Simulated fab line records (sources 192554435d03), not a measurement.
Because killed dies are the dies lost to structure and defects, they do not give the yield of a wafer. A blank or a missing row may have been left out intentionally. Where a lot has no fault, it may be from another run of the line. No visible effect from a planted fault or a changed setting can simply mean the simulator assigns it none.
A lot that was struck, set against a sound lot -- flow n5_finfet -- 15 out of 1938 route steps
Sound: these wafers, L919.2, L919.3. The struck wafers were L912.2, L912.4, L912.6. The cause comes at the end.
For every step that has rows: the tool of each side, followed by ch and its chambers, followed by its first start. Under that, the readings that differ: sound wafers -- struck wafers -- difference of the means -- sigmas: that difference in standard deviations of wafers without a fault.
alike: readings whose means differ by less than 2 such deviations, and words and numbers that are the same on both sides. not compared: withheld readings, readings that some wafer has no value for, bounds like >300 that may hide the same value, and numbers for which the record gives no deviation and whose values overlap.
The two part at a step that has a row with sigmas, a row that says differs or no value, or rows on one side only. When numbers do not overlap yet have no deviation, they are printed without sigmas and do not part them. A reading missing from all wafers of one side parts the sides only when that side holds two or more wafers.

N5_BEOL_M10_CD_MEAS_28: the cd target is 70 nm.
  sound on cd_sem-03 ch 0, day 17 12:37; struck on cd_sem-01 ch 0, day 16 17:14
  alike: cd_nm
N5_BEOL_M10_OVL_MEAS_29:
  sound on overlay-01 ch 0, day 17 12:39; struck on overlay-02 ch 0, day 16 17:16
  alike: V9_OVL
N5_BEOL_M10_INSPECT_30: inspects for defects (brightfield).
  sound on defect_inspect-01 at day 17 12:41; struck on defect_inspect-02 at day 16 17:17
  alike: raw_defect_count
N5_BEOL_M10_DESCUM_33: chemistry O2, time 7.9 s.
  sound on rie_diel-05 ch 1,2, day 17 12:43; struck on rie_diel-04 ch 1,2,3, day 16 17:19
  alike: drypump_motor_current_A, oes_product_au, rf_vpp_V, showerhead_plenum_p_Torr, throttle_valve_pct
  not compared: rf_hours_counter_h
N5_BEOL_M10_ETCH_65: etches SiARC in CF4, target depth 39 nm, time 65 s.
  sound on rie_diel-05 ch 1,2, day 17 12:45; struck on rie_diel-04 ch 1,2,3, day 16 17:21
  alike: drypump_motor_current_A, etch_rf_on_time_s, oes_product_au, rf_vpp_V, showerhead_plenum_p_Torr, throttle_valve_pct
  not compared: rf_hours_counter_h
N5_BEOL_M10_ETCH_66: etches SOC in N2/H2, target depth 120 nm, overetch 24 nm, time 180 s.
  sound on rie_diel-05 ch 1,2, day 17 12:48; struck on rie_diel-04 ch 1,2,3, day 16 17:24
  alike: drypump_motor_current_A, h2_flow_sccm, oes_product_au, rf_vpp_V, showerhead_plenum_p_Torr, throttle_valve_pct
  not compared: rf_hours_counter_h
then, 3 steps without rows for these wafers: N5_BEOL_M10_STRIP_69 (strips in N2/H2); N5_BEOL_M10_VIA_ETCH_34 (etches SiCOH lowk in C4F6/O2, target depth 184.5 nm, time 69.2 s); N5_BEOL_M10_STRIP_73 (strips in C4F6/O2).
N5_BEOL_M10_STRIP_36: strips in N2/H2.
  sound on rie_diel-05 ch 1,2, day 17 12:59; struck on rie_diel-04 ch 1,2,3, day 16 17:35
  alike: chamber_pressure_mTorr, drypump_motor_current_A, h2_flow_sccm, oes_product_au, rf_vpp_V, showerhead_plenum_p_Torr, throttle_valve_pct
  not compared: rf_hours_counter_h
then, 1 step without rows for these wafers: N5_BEOL_M10_TRENCH_ETCH_37 (etches SiCOH lowk in C4F6/O2, target depth 148.83 nm, time 48 s).
N5_BEOL_M10_ETCH_41: etches SiCN in CH3F/O2, target depth 42.6 nm, time 86 s.
  sound: rie_diel-05 ch 1,2; struck: rie_diel-04 ch 1,2,3
  alike: drypump_motor_current_A, oes_product_au, rf_vpp_V, showerhead_plenum_p_Torr, throttle_valve_pct
  not compared: rf_hours_counter_h
N5_BEOL_M10_STRIP_77: strips in N2/H2, time 10 s.
  sound on rie_diel-05 ch 1,2, day 17 13:07; struck on rie_diel-04 ch 1,2,3, day 16 17:44
reading,sound,struck,difference,sigmas
chamber_pressure_mTorr (mTorr),20.020 20.029,26.001 26.005 26.026,+5.986,+99 or more
  alike: drypump_motor_current_A, h2_flow_sccm, oes_product_au, rf_vpp_V, showerhead_plenum_p_Torr, throttle_valve_pct
  not compared: rf_hours_counter_h
N5_BEOL_M10_OCD_MEAS_38:
  sound on ocd-01 at day 17 13:13; struck on ocd-02 at day 16 17:49
  alike: trench_depth_nm
-- here the record skips 2 days between the struck wafers' starts before and after, leaving off in module BEOL_M10 and picking up in module PASSIVATION (first step shown: number 1936 of the route) --
N5_PASSIVATION_PROBE_49:
  sound on prober-02 at day 19 17:54; struck on prober-01 at day 19 03:47
reading,sound,struck,difference,sigmas
killed_at_front_end,55 47,35 27 25,-22,-2
  alike: defect_limited_yield, killed_at_M0_to_M3, killed_at_M4_up, killed_at_contacts, killed_at_other, killed_dies, killed_open, killed_short, sort_bin_4_leakage, sort_bin_5_function, sort_bin_6_memory, sort_n_pass, sort_yield_pct

WHERE THEY PART
Earliest at N5_BEOL_M10_STRIP_77; latest, in this record, at N5_PASSIVATION_PROBE_49.

WHY: whatever the simulator had introduced
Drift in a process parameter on rie_diel-04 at N5_BEOL_M10_STRIP_77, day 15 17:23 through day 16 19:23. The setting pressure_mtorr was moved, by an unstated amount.
